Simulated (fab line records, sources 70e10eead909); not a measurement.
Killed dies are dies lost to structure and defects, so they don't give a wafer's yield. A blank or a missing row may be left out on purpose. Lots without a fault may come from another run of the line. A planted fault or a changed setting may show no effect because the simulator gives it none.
fab line records | flow nand_harc
record lots=7 wafers=21 last_day=33
route steps=1302 shown A_BONDPAD@1208 END@1302
lots that met no fault: from a run of the same line without faults
start_h: hours from the record's first day to the start of the lot's first wafer shown | wait_h: hours since the lot's step before | " the same as in the row above | L1.1+2: a row that stands for several wafers | - no value, or no start given | * or withheld: withheld | < > ~ a bound
route shown NAME@n: a module of which the file shows steps, and the number in the route of the first | usual: mean/standard deviation of fault-free wafers | same: alike in all rows | chamber/n: place in a boat | sites: the reading at each site | _std_site: their standard deviation | _edge_site: outer sites' mean less inner sites' | radius_mm: how far each site lies from the wafer's centre | mask NAME#n: copy n | behind: the tool/chamber that last shaped the wafer | hold: why the lot was held/for how many hours/how that ended | device: the transistor (n, p or np) that didn't switch | end of line: the same wafers' tests at the end of the route | a step without rows: its recipe alone | killed: dies lost to structure and defects at the first sort, not the wafer's yield | map: a wafer's dies, x killed, . not, _ none there
set.NAME: the setting as run; set.NAME@STEP: as run at that earlier step | model.NAME: the simulator's own value behind a step, which no gauge read
lots at some steps of the route; a table a step, a row a wafer
services: from which hour (start_h, from the record's first day; less than 0 if before it) a tool's chamber was out of use, for how many hours, and why
## steps
# step NHARC_A_BONDPAD_COAT_33
# recipe temp_c=200 time_s=65
# step NHARC_A_BONDPAD_COAT_03
# recipe spin_rpm=2000 resist_thk_nm=600
# step NHARC_A_BONDPAD_SOFTBAKE_04
# recipe temp_c=125 time_s=70
# step NHARC_A_BONDPAD_EBR_05
# step NHARC_A_BONDPAD_EXPOSE_06
# recipe na=0.55 dose_mj=36.99 mask_id=A_BPAD
# step NHARC_A_BONDPAD_PEB_07
# recipe peb_temp_c=128 peb_time_s=80
# step NHARC_A_BONDPAD_DEVELOP_08
# recipe time_s=50 dev_temp_c=22
# step NHARC_A_BONDPAD_CD_MEAS_09
# recipe target_cd_nm=500 landing_energy_ev=500
# usual cd_nm=500.0/1.6
# columns lot.wafer tool chamber start_h wait_h cd_nm
L923.1 cd_sem-02 0 562.65 - 502.0
L923.2 " 0 " " 501.0
L923.4 " 0 " " 499.7
L933.1 cd_sem-01 0 684.53 - 499.6
L933.3 " 0 " " 497.4
L933.6 " 0 " " 500.3
L934.1 cd_sem-01 0 700.79 - 500.1
L934.2 " 0 " " 500.7
L934.3 " 0 " " 499.9
L935.1 cd_sem-03 0 701.47 - 502.2
L935.3 " 0 " " 502.1
L935.6 " 0 " " 500.1
L940.2 cd_sem-01 0 741.64 - 498.4
L940.5 " 0 " " 500.7
L940.6 " 0 " " 499.2
L939.1 cd_sem-02 0 747.68 - 498.2
L939.3 " 0 " " 501.7
L939.6 " 0 " " 498.5
L941.1 cd_sem-02 0 762.65 - 498.2
L941.3 " 0 " " 500.2
L941.5 " 0 " " 503.0
# step NHARC_A_BONDPAD_OVL_MEAS_35
# usual overlay_x_nm=0/5.4 overlay_y_nm=1/6.8
# columns lot.wafer tool chamber start_h wait_h overlay_x_nm overlay_y_nm
L923.1 overlay-01 - 562.74 - 0 7
L923.2 " - " " 0 7
L923.4 " - " " 0 7
L933.1 overlay-01 - 684.61 - 3 -2
L933.3 " - " " 1 -2
L933.6 " - " " 2 -3
L934.1 overlay-02 - 700.88 - 9 11
L934.2 " - " " 9 11
L934.3 " - " " 9 11
L935.1 overlay-02 - 701.57 - 3 -2
L935.3 " - " " 3 -1
L935.6 " - " " 3 -2
L940.2 overlay-02 - 741.73 - -5 -2
L940.5 " - " " -5 -1
L940.6 " - " " -5 -2
L939.1 overlay-01 - 747.76 - -10 -3
L939.3 " - " " -10 -3
L939.6 " - " " -10 -3
L941.1 overlay-01 - 762.73 - -1 4
L941.3 " - " " -1 4
L941.5 " - " " -2 4
# step NHARC_A_BONDPAD_HARDBAKE_10
# recipe temp_c=118 time_s=65
# step NHARC_A_BONDPAD_DESCUM_11
# recipe time_s=3 o2_flow_sccm=200 ar_flow_sccm=0 bias_power_w=0 chemistry=O2
# usual chamber_pressure_mTorr=60.01/0.053 drypump_motor_current_A=5.6/0.52 oes_product_au=0.998/0.0081 rf_vpp_V=57.9/0.94 showerhead_plenum_p_Torr=1.93/0.092 throttle_valve_pct=11.311/0.0099
# columns lot.wafer tool chamber start_h wait_h chamber_pressure_mTorr drypump_motor_current_A oes_product_au rf_hours_counter_h rf_vpp_V showerhead_plenum_p_Torr throttle_valve_pct
L923.4 rie_diel-05 3 562.87 - 59.93 6.1 0.995 5 58.8 2.06 11.312
L923.2 " 0 " " 60.02 5.0 0.990 5 58.8 1.95 11.310
L923.1 " 2 " " 60.06 5.2 1.002 5 55.9 1.82 11.317
L933.1 rie_diel-05 2 684.74 - 59.99 5.3 0.990 3 56.1 1.82 11.304
L933.3 " 0 " " 59.96 5.0 0.999 2 59.1 1.95 11.324
L933.6 " 2 " " 60.00 5.3 0.990 - 58.1 1.82 11.313
L934.2 rie_diel-05 0 701.01 - 60.03 5.0 1.001 3 58.4 1.95 11.302
L934.3 " 1 " " 60.04 6.1 0.990 3 57.8 1.87 11.307
L934.1 " 2 " " 60.07 5.3 0.989 3 58.3 1.82 11.313
L935.3 rie_diel-05 0 701.69 - 59.96 5.0 1.000 3 57.2 1.95 11.318
L935.1 " 3 " " 59.94 6.2 0.985 3 56.8 2.06 11.301
L935.6 " 1 " " 59.99 6.1 0.992 - 58.5 1.87 11.307
L940.2 rie_diel-05 2 741.88 - 59.98 5.2 0.985 4 58.1 1.82 11.306
L940.5 " 3 " " 60.00 6.2 0.997 - 58.0 2.06 11.298
L940.6 " 0 " " 60.06 5.0 1.005 - 58.7 1.95 11.304
L939.1 rie_diel-06 1 747.91 - 59.99 5.2 0.991 27 56.9 2.01 11.312
L939.3 " 2 " " 59.98 4.8 0.993 28 58.9 2.05 11.318
L939.6 " 0 " " 59.96 5.6 0.988 - 58.4 2.05 11.307
L941.1 rie_diel-03 1 762.86 - 60.00 6.0 0.995 19 57.0 1.95 11.303
L941.3 " 2 " " 60.03 5.5 0.996 20 57.2 1.94 11.329
L941.5 " 0 " " 60.02 5.0 0.990 - 57.0 1.82 11.314
# step NHARC_A_BONDPAD_ETCH_34
# recipe target_depth_a=600 overetch_a=180 time_s=65.91 ion_energy_ev=200 n2_flow_sccm=150 h2_flow_sccm=150 ar_flow_sccm=0 rf_w=400 bias_w=150 chemistry=N2/H2
# usual bias_w=150.1/0.42 chamber_pressure_mTorr=29.996/0.027 drypump_motor_current_A=5.6/0.53 n2_flow_sccm=150.0/0.5 oes_product_au=0.997/0.0086 rf_fwd_power_W=396.8/1.5 rf_vpp_V=431.1/2.7 showerhead_plenum_p_Torr=2.06/0.1 throttle_valve_pct=14.171/0.0092
# columns lot.wafer tool chamber start_h wait_h bias_w chamber_pressure_mTorr drypump_motor_current_A n2_flow_sccm oes_product_au rf_fwd_power_W rf_hours_counter_h rf_vpp_V showerhead_plenum_p_Torr throttle_valve_pct
L923.1 rie_diel-05 3 562.95 0.1 149.5 29.996 6.2 149.6 0.996 396.1 5 434.1 2.20 14.171
L923.4 " 0 " " 150.2 29.996 5.0 151.1 0.984 399.3 5 431.5 2.08 14.175
L923.2 " 1 " " 150.2 30.039 6.1 151.0 1.006 399.8 5 429.1 2.00 14.176
L933.3 rie_diel-05 0 684.83 0.1 150.0 30.011 5.0 150.3 1.008 397.5 2 431.3 2.08 14.172
L933.1 " 2 " " 150.1 30.000 5.2 149.9 0.986 396.8 3 428.3 1.93 14.183
L933.6 " 0 " " 150.1 29.996 5.0 150.6 0.999 399.5 - 431.7 2.08 14.151
L934.1 rie_diel-05 0 701.09 0.1 149.7 30.055 5.0 150.7 1.004 398.5 3 431.2 2.08 14.164
L934.3 " 1 " " 150.1 30.016 6.1 148.3 0.986 396.5 3 429.0 1.99 14.173
L934.2 " 3 " " 150.0 29.976 6.2 149.4 0.998 396.5 3 435.5 2.20 14.164
L935.3 rie_diel-05 0 701.78 0.1 150.2 29.991 5.0 150.1 1.010 397.1 3 430.8 2.08 14.192
L935.1 " 2 " " 150.0 29.948 5.2 149.7 0.990 393.3 3 427.6 1.93 14.165
L935.6 " 0 " " 150.1 30.014 5.0 149.6 1.008 396.1 - 431.7 2.08 14.148
L940.2 rie_diel-05 0 741.94 0.1 150.1 29.992 5.0 149.7 1.005 398.1 4 432.2 2.08 14.165
L940.6 " 0 " " 150.0 30.019 5.0 149.6 1.010 397.2 - 430.4 2.08 14.170
L940.5 " 1 " " 149.7 29.949 6.1 149.8 0.993 398.5 - 430.1 1.99 14.163
L939.1 rie_diel-06 3 747.98 0.1 150.1 30.038 5.0 150.7 0.991 397.8 31 434.1 2.21 14.164
L939.3 " 1 " " 149.7 30.036 5.1 149.9 0.980 395.7 27 433.8 2.15 14.170
L939.6 " 3 " " 149.5 29.995 5.0 149.8 0.999 397.5 - 435.6 2.21 14.161
L941.3 rie_diel-03 1 762.96 0.1 149.5 30.018 6.0 149.9 0.989 399.3 19 432.3 2.08 14.189
L941.1 " 0 " " 150.4 30.011 5.0 150.1 1.005 392.2 21 426.6 1.94 14.163
L941.5 " 2 " " 150.3 30.003 5.5 150.2 0.991 394.5 - 431.4 2.07 14.166
# step NHARC_A_BONDPAD_ETCH_12
# recipe target_depth_a=2200 time_s=110 chf3_flow_sccm=50 o2_flow_sccm=10 ar_flow_sccm=200 rf_w=500 bias_w=200 chemistry=CHF3/O2
# usual bias_w=200.0/0.59 chamber_pressure_mTorr=24.997/0.023 drypump_motor_current_A=5.6/0.53 oes_product_au=0.941/0.021 rf_fwd_power_W=497.4/1.7 rf_vpp_V=371.1/2.5 showerhead_plenum_p_Torr=2.43/0.11 throttle_valve_pct=20.574/0.01
# columns lot.wafer tool chamber start_h wait_h bias_w chamber_pressure_mTorr drypump_motor_current_A oes_product_au rf_fwd_power_W rf_hours_counter_h rf_vpp_V showerhead_plenum_p_Torr throttle_valve_pct
L923.1 rie_diel-05 1 563.04 - 199.7 25.008 6.1 0.930 497.4 5 368.0 2.35 20.582
L923.4 " 2 " " 201.4 25.028 5.3 0.924 497.2 5 368.6 2.29 20.557
L923.2 " 3 " " 199.5 24.992 6.2 0.925 497.8 5 373.6 2.58 20.567
L933.3 rie_diel-05 3 684.92 - - - - - - - - - -
L933.1 " 2 " " - - - - - - - - -
L933.6 " 0 " " - - - - - - - - -
L934.3 rie_diel-05 1 701.19 - - - - - - - - - -
L934.2 " 2 " " - - - - - - - - -
L934.1 " 3 " " - - - - - - - - -
L935.1 rie_diel-05 0 701.87 - - - - - - - - - -
L935.3 " 3 " " - - - - - - - - -
L935.6 " 0 " " - - - - - - - - -
L940.2 rie_diel-05 0 742.05 - 200.1 24.993 5.0 0.956 498.7 4 372.6 2.44 20.578
L940.5 " 2 " " 200.2 25.001 5.2 0.943 497.9 - 367.7 2.28 20.568
L940.6 " 3 " " 199.9 24.975 6.2 0.945 496.0 - 374.1 2.57 20.577
L939.3 rie_diel-06 3 748.08 - 199.9 24.988 5.0 0.918 497.8 31 374.5 2.58 20.568
L939.1 " 0 " " 200.0 24.964 5.7 0.919 495.5 30 373.2 2.56 20.562
L939.6 " 2 " " 199.2 24.996 4.8 0.909 499.3 - 373.8 2.57 20.557
L941.3 rie_diel-03 0 763.06 - 200.3 24.978 5.0 0.930 496.3 21 367.8 2.29 20.559
L941.1 " 1 " " 200.0 25.028 6.0 0.925 498.5 19 369.9 2.44 20.567
L941.5 " 2 " " 200.1 25.037 5.5 0.923 494.6 - 370.3 2.43 20.582
# step NHARC_A_BONDPAD_CD_MEAS_13
# usual cd_nm=499.7/1.8
# columns lot.wafer tool chamber start_h wait_h cd_nm
L923.1 cd_sem-02 - 563.19 - 501.5
L923.2 " - " " 500.9
L923.4 " - " " 499.0
L933.1 cd_sem-02 - 685.07 - 499.8
L933.3 " - " " 497.8
L933.6 " - " " 500.6
L934.1 cd_sem-01 - 701.32 - 501.7
L934.2 " - " " 500.6
L934.3 " - " " 499.3
L935.1 cd_sem-01 - 702.01 - 502.5
L935.3 " - " " 503.1
L935.6 " - " " 500.9
L940.2 cd_sem-01 - 742.17 - 498.9
L940.5 " - " " 501.2
L940.6 " - " " 499.4
L939.1 cd_sem-02 - 748.21 - 498.1
L939.3 " - " " 501.5
L939.6 " - " " 497.5
L941.1 cd_sem-02 - 763.22 - 496.8
L941.3 " - " " 499.0
L941.5 " - " " 503.0
# step NHARC_END_SORT_01
# recipe temp_c=25
# usual defect_limited_yield=90.1/2.6 killed_at_array=63/17 killed_at_other=0.8/1.1 killed_at_periphery=3.5/3 killed_dies=67/17 killed_open=3.1/1.6 killed_short=2.6/1.4
# same gross_dies=677
# columns lot.wafer tool chamber start_h wait_h hold defect_limited_yield[%] killed_at_array killed_at_other killed_at_periphery killed_dies killed_open killed_short
L923.1 prober-01 0 596.17 2.5 - 95.6 27 0 3 30 4 3
L923.2 prober-01 0 596.97 2.8 - 95.4 24 0 7 31 4 4
L923.4 prober-01 0 598.57 3.4 - 95.1 22 1 10 33 5 3
L933.1 prober-02 0 715.54 2.5 await_dispo/1.1h/scrap 0 669 4 4 677 4 0
L933.3 prober-02 0 717.13 3.1 await_dispo/1.1h/scrap 0 672 3 2 677 2 4
L933.6 prober-02 0 719.51 4.0 await_dispo/1.1h/scrap 0 674 2 1 677 4 2
L934.1 prober-02 0 732.06 2.5 await_dispo/1.8h/scrap 0 675 0 2 677 4 2
L934.2 prober-02 0 732.86 2.8 await_dispo/1.8h/scrap 0 674 0 3 677 1 1
L934.3 prober-02 0 733.66 3.1 await_dispo/1.8h/scrap 0 676 0 1 677 2 4
L935.1 prober-01 0 732.08 2.5 await_dispo/1.9h/scrap 0 673 3 1 677 3 5
L935.3 prober-01 0 733.67 3.1 await_dispo/1.9h/scrap 0 676 1 0 677 2 2
L935.6 prober-01 0 736.05 4.0 await_dispo/1.9h/scrap 0 669 1 7 677 3 3
L940.2 prober-01 0 771.86 2.8 - 91.1 59 0 1 60 4 4
L940.5 prober-01 0 774.27 3.7 - 91.4 54 1 3 58 2 2
L940.6 prober-01 0 775.07 4.0 - 93.2 42 2 2 46 3 4
L939.1 prober-01 0 778.86 2.5 - 91.9 52 0 3 55 1 1
L939.3 prober-01 0 780.46 3.1 - 90.5 60 0 4 64 2 2
L939.6 prober-01 0 782.87 4.0 - 92.5 48 0 3 51 1 3
L941.1 prober-01 0 796.14 2.5 - 90.5 58 2 4 64 2 3
L941.3 prober-01 0 797.72 3.1 - 90.4 59 1 5 65 2 3
L941.5 prober-01 0 799.31 3.7 - 90.5 60 0 4 64 4 3
# killed by level:class
L923.1 A_CHANNEL_HOLE_D2:chamber_film_flake=17 P_CONTACT:geometric_particle:open=2 A_CHANNEL_FILL_D2:chamber_film_flake=2 A_CHANNEL_FILL_D1:geometric_particle:short=1 A_SGD_CUT:geometric_particle:short=1 A_WL_FILL:geometric_particle:short=1 A_CONTACT:geometric_particle:open=1 A_M0:geometric_particle:open=1
L923.2 A_CHANNEL_HOLE_D2:chamber_film_flake=11 A_CHANNEL_FILL_D1:geometric_particle:short=3 P_STI:chamber_film_flake=3 A_CHANNEL_HOLE_D1:chamber_film_flake=3 P_GATE:chamber_film_flake=2 A_CONTACT:chamber_film_flake=2 P_CONTACT:geometric_particle:open=1 A_CHANNEL_FILL_D1:geometric_particle:open=1
L923.4 A_CHANNEL_HOLE_D2:chamber_film_flake=10 P_STI:chamber_film_flake=5 A_CONTACT:chamber_film_flake=3 P_M1:geometric_particle:open=2 P_GATE:chamber_film_flake=2 P_M0:geometric_particle:open=1 A_SOURCE_PLATE:geometric_particle:short=1 A_ONON_D1:geometric_particle:short=1
L933.1 A_BONDPAD:area_etch=612 A_CHANNEL_HOLE_D2:chamber_film_flake=24 A_CHANNEL_HOLE_D1:chamber_film_flake=12 A_CONTACT:chamber_film_flake=7 A_SLIT:chamber_film_flake=4 THIN_TSV:chamber_film_flake=4 P_BONDPAD:chamber_film_flake=2 A_CHANNEL_FILL_D2:chamber_film_flake=2
L933.3 A_BONDPAD:area_etch=617 A_CHANNEL_HOLE_D2:chamber_film_flake=23 A_CHANNEL_HOLE_D1:chamber_film_flake=8 A_SLIT:chamber_film_flake=8 A_CONTACT:chamber_film_flake=8 THIN_TSV:chamber_film_flake=3 A_DECK1_JOINT:geometric_particle:short=1 A_CHANNEL_FILL_D2:geometric_particle:short=1
L933.6 A_BONDPAD:area_etch=629 A_CHANNEL_HOLE_D2:chamber_film_flake=22 A_CONTACT:chamber_film_flake=7 A_SLIT:chamber_film_flake=4 A_CHANNEL_HOLE_D1:chamber_film_flake=2 A_STAIRCASE:chamber_film_flake=2 THIN_TSV:chamber_film_flake=2 A_ONON_D1:geometric_particle:open=1
L934.1 A_BONDPAD:area_etch=611 A_SLIT:chamber_film_flake=23 A_CHANNEL_HOLE_D2:chamber_film_flake=18 A_CHANNEL_HOLE_D1:chamber_film_flake=9 A_CONTACT:chamber_film_flake=5 A_CHANNEL_FILL_D2:chamber_film_flake=2 P_CONTACT:geometric_particle:open=1 A_CHANNEL_FILL_D1:geometric_particle:open=1
L935.1 A_BONDPAD:area_etch=631 A_CHANNEL_HOLE_D1:chamber_film_flake=23 A_CONTACT:chamber_film_flake=6 A_STAIRCASE:chamber_film_flake=4 A_SLIT:chamber_film_flake=3 THIN_TSV:chamber_film_flake=2 P_M2:geometric_particle:short=1 A_CHANNEL_FILL_D1:geometric_particle:short=1
L934.2 A_BONDPAD:area_etch=606 A_SLIT:chamber_film_flake=30 A_CHANNEL_HOLE_D2:chamber_film_flake=14 A_STAIRCASE:chamber_film_flake=7 A_CHANNEL_HOLE_D1:chamber_film_flake=6 A_CONTACT:chamber_film_flake=6 P_GATE:chamber_film_flake=2 A_DECK1_JOINT:geometric_particle:short=1
L934.3 A_BONDPAD:area_etch=604 A_CHANNEL_HOLE_D2:chamber_film_flake=23 A_SLIT:chamber_film_flake=21 A_CHANNEL_HOLE_D1:chamber_film_flake=13 A_CONTACT:chamber_film_flake=4 A_STAIRCASE:chamber_film_flake=3 A_CHANNEL_FILL_D1:geometric_particle:short=1 A_DECK1_JOINT:geometric_particle:short=1
L935.3 A_BONDPAD:area_etch=631 A_CHANNEL_HOLE_D1:chamber_film_flake=25 A_SLIT:chamber_film_flake=6 A_STAIRCASE:chamber_film_flake=5 A_CONTACT:chamber_film_flake=3 A_CHANNEL_FILL_D1:geometric_particle:open=1 A_DECK1_JOINT:geometric_particle:open=1 A_M0:geometric_particle:short=1
L935.6 A_BONDPAD:area_etch=626 A_CHANNEL_HOLE_D1:chamber_film_flake=31 A_ONON_D1:geometric_particle:short=3 A_SLIT:chamber_film_flake=3 A_STAIRCASE:chamber_film_flake=3 P_M0:geometric_particle:open=2 P_GATE:chamber_film_flake=2 A_BLC:geometric_particle:open=1
L940.2 A_CHANNEL_HOLE_D2:chamber_film_flake=24 A_CHANNEL_HOLE_D1:chamber_film_flake=13 A_SLIT:chamber_film_flake=9 A_CONTACT:chamber_film_flake=3 A_DECK1_JOINT:geometric_particle:open=2 A_STAIRCASE:chamber_film_flake=2 P_CONTACT:geometric_particle:short=1 A_ONON_D1:geometric_particle:short=1
L940.5 A_CHANNEL_HOLE_D2:chamber_film_flake=31 A_SLIT:chamber_film_flake=10 A_CHANNEL_HOLE_D1:chamber_film_flake=7 A_CONTACT:chamber_film_flake=3 P_CONTACT:geometric_particle:short=1 P_CONTACT:geometric_particle:open=1 A_WL_FILL:geometric_particle:short=1 A_M0:geometric_particle:open=1
L940.6 A_CHANNEL_HOLE_D2:chamber_film_flake=21 A_CHANNEL_HOLE_D1:chamber_film_flake=14 A_SLIT:chamber_film_flake=3 P_M0:geometric_particle:open=2 A_DECK1_JOINT:geometric_particle:open=1 A_ONON_D2:geometric_particle:short=1 A_CHANNEL_FILL_D2:geometric_particle:short=1 A_WL_FILL:geometric_particle:short=1
L939.1 A_SLIT:chamber_film_flake=33 A_CHANNEL_HOLE_D1:chamber_film_flake=12 P_GATE:chamber_film_flake=3 A_CHANNEL_HOLE_D2:chamber_film_flake=2 A_CONTACT:chamber_film_flake=2 A_CHANNEL_FILL_D1:geometric_particle:short=1 A_CHANNEL_FILL_D1:geometric_particle:open=1 A_DECK1_JOINT:chamber_film_flake=1
L939.3 A_SLIT:chamber_film_flake=35 A_CHANNEL_HOLE_D1:chamber_film_flake=15 P_GATE:chamber_film_flake=3 A_CONTACT:chamber_film_flake=3 A_WL_FILL:chamber_film_flake=2 P_M0:geometric_particle:open=1 A_ONON_D2:geometric_particle:open=1 A_CHANNEL_FILL_D2:geometric_particle:short=1
L939.6 A_SLIT:chamber_film_flake=28 A_CHANNEL_HOLE_D1:chamber_film_flake=12 A_CHANNEL_FILL_D2:geometric_particle:short=2 P_GATE:chamber_film_flake=2 A_DECK1_JOINT:chamber_film_flake=2 A_ONON_D2:geometric_particle:short=1 A_CONTACT:geometric_particle:open=1 P_M2:chamber_film_flake=1
L941.1 A_CHANNEL_HOLE_D2:chamber_film_flake=32 A_CONTACT:chamber_film_flake=7 A_SLIT:chamber_film_flake=7 A_M1:chamber_film_flake=5 P_M1:chamber_film_flake=2 A_CHANNEL_HOLE_D1:chamber_film_flake=2 THIN_TSV:chamber_film_flake=2 P_M0:geometric_particle:open=1
L941.3 A_CHANNEL_HOLE_D2:chamber_film_flake=30 A_CONTACT:chamber_film_flake=10 A_SLIT:chamber_film_flake=9 P_M1:chamber_film_flake=3 A_M1:chamber_film_flake=3 A_CHANNEL_FILL_D1:geometric_particle:short=2 P_GATE:chamber_film_flake=2 A_SOURCE_PLATE:geometric_particle:open=1
L941.5 A_CHANNEL_HOLE_D2:chamber_film_flake=28 A_CONTACT:chamber_film_flake=15 A_SLIT:chamber_film_flake=6 A_M1:chamber_film_flake=2 P_M1:geometric_particle:open=1 A_ONON_D1:geometric_particle:short=1 A_CHANNEL_FILL_D1:geometric_particle:open=1 A_DECK1_JOINT:geometric_particle:open=1
# map L933.1 (x killed, . not)
____________x____________
_________xxxxxxx_________
_______xxxxxxxxxxx_______
______xxxxxxxxxxxxx______
_____xxxxxxxxxxxxxxx_____
____xxxxxxxxxxxxxxxxx____
____xxxxxxxxxxxxxxxxx____
___xxxxxxxxxxxxxxxxxxx___
___xxxxxxxxxxxxxxxxxxx___
__xxxxxxxxxxxxxxxxxxxxx__
__xxxxxxxxxxxxxxxxxxxxx__
_xxxxxxxxxxxxxxxxxxxxxxx_
_xxxxxxxxxxxxxxxxxxxxxxx_
_xxxxxxxxxxxxxxxxxxxxxxx_
_xxxxxxxxxxxxxxxxxxxxxxx_
_xxxxxxxxxxxxxxxxxxxxxxx_
xxxxxxxxxxxxxxxxxxxxxxxxx
xxxxxxxxxxxxxxxxxxxxxxxxx
xxxxxxxxxxxxxxxxxxxxxxxxx
xxxxxxxxxxxxxxxxxxxxxxxxx
xxxxxxxxxxxxxxxxxxxxxxxxx
_xxxxxxxxxxxxxxxxxxxxxxx_
_xxxxxxxxxxxxxxxxxxxxxxx_
_xxxxxxxxxxxxxxxxxxxxxxx_
_xxxxxxxxxxxxxxxxxxxxxxx_
_xxxxxxxxxxxxxxxxxxxxxxx_
__xxxxxxxxxxxxxxxxxxxxx__
__xxxxxxxxxxxxxxxxxxxxx__
___xxxxxxxxxxxxxxxxxxx___
___xxxxxxxxxxxxxxxxxxx___
____xxxxxxxxxxxxxxxxx____
____xxxxxxxxxxxxxxxxx____
_____xxxxxxxxxxxxxxx_____
______xxxxxxxxxxxxx______
_______xxxxxxxxxxx_______
_________xxxxxxx_________
____________x____________
# map L934.1 (x killed, . not)
____________x____________
_________xxxxxxx_________
_______xxxxxxxxxxx_______
______xxxxxxxxxxxxx______
_____xxxxxxxxxxxxxxx_____
____xxxxxxxxxxxxxxxxx____
____xxxxxxxxxxxxxxxxx____
___xxxxxxxxxxxxxxxxxxx___
___xxxxxxxxxxxxxxxxxxx___
__xxxxxxxxxxxxxxxxxxxxx__
__xxxxxxxxxxxxxxxxxxxxx__
_xxxxxxxxxxxxxxxxxxxxxxx_
_xxxxxxxxxxxxxxxxxxxxxxx_
_xxxxxxxxxxxxxxxxxxxxxxx_
_xxxxxxxxxxxxxxxxxxxxxxx_
_xxxxxxxxxxxxxxxxxxxxxxx_
xxxxxxxxxxxxxxxxxxxxxxxxx
xxxxxxxxxxxxxxxxxxxxxxxxx
xxxxxxxxxxxxxxxxxxxxxxxxx
xxxxxxxxxxxxxxxxxxxxxxxxx
xxxxxxxxxxxxxxxxxxxxxxxxx
_xxxxxxxxxxxxxxxxxxxxxxx_
_xxxxxxxxxxxxxxxxxxxxxxx_
_xxxxxxxxxxxxxxxxxxxxxxx_
_xxxxxxxxxxxxxxxxxxxxxxx_
_xxxxxxxxxxxxxxxxxxxxxxx_
__xxxxxxxxxxxxxxxxxxxxx__
__xxxxxxxxxxxxxxxxxxxxx__
___xxxxxxxxxxxxxxxxxxx___
___xxxxxxxxxxxxxxxxxxx___
____xxxxxxxxxxxxxxxxx____
____xxxxxxxxxxxxxxxxx____
_____xxxxxxxxxxxxxxx_____
______xxxxxxxxxxxxx______
_______xxxxxxxxxxx_______
_________xxxxxxx_________
____________x____________
## services
# columns tool chamber start_h hours kind
rie_diel-05 0 562.69 - clean
rie_diel-05 1 562.69 - clean
rie_diel-05 2 562.69 - clean
rie_diel-05 3 562.69 - clean
rie_diel-03 3 568.11 2.7 repair
rie_diel-05 - 583.69 9.0 pm
rie_diel-05 0 583.69 9.0 vent_cycle
rie_diel-05 1 583.69 9.0 vent_cycle
rie_diel-05 2 583.69 9.0 vent_cycle
rie_diel-05 3 583.69 9.0 vent_cycle
rie_diel-05 0 592.69 - clean
rie_diel-05 1 592.69 - clean
rie_diel-05 2 592.69 - clean
rie_diel-05 3 592.69 - clean
rie_diel-05 0 617.19 - clean
rie_diel-05 1 617.19 - clean
rie_diel-05 2 617.19 - clean
rie_diel-05 3 617.19 - clean
rie_diel-03 - 635.35 9.0 pm
rie_diel-05 0 641.69 - clean
rie_diel-06 - 661.27 9.0 pm
rie_diel-05 2 715.16 6.6 repair
rie_diel-03 3 757.88 6.7 repair
rie_diel-05 - 760.69 9.0 pm
## key
first_sign step=NHARC_A_BONDPAD_ETCH_12 reading=tool_record direction=missing
effect step=NHARC_END_SORT_01 reading=killed_at_array direction=up sigmas=35 usual=63 struck=673
more_kills_born_at NHARC_A_BONDPAD_ETCH_12@rie_diel-05=5567
met_at NHARC_A_BONDPAD_ETCH_12
struck_wafers L933.1,L933.3,L933.6,L934.1,L934.2,L934.3,L935.1,L935.3,L935.6
later_rows_left_out L933.1,L933.3,L933.6,L934.1,L934.2,L934.3,L935.1,L935.3,L935.6
onset_between 563.04 684.92
fault kind=skipped_step_whole tool=rie_diel-05 chamber=- onset_h=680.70 steps=NHARC_A_BONDPAD_ETCH_12 scope=struck_lots_only
# later_rows_left_out: the simulator's readings of these wafers behind a module that went badly wrong aren't trusted and aren't shown, but for the sort
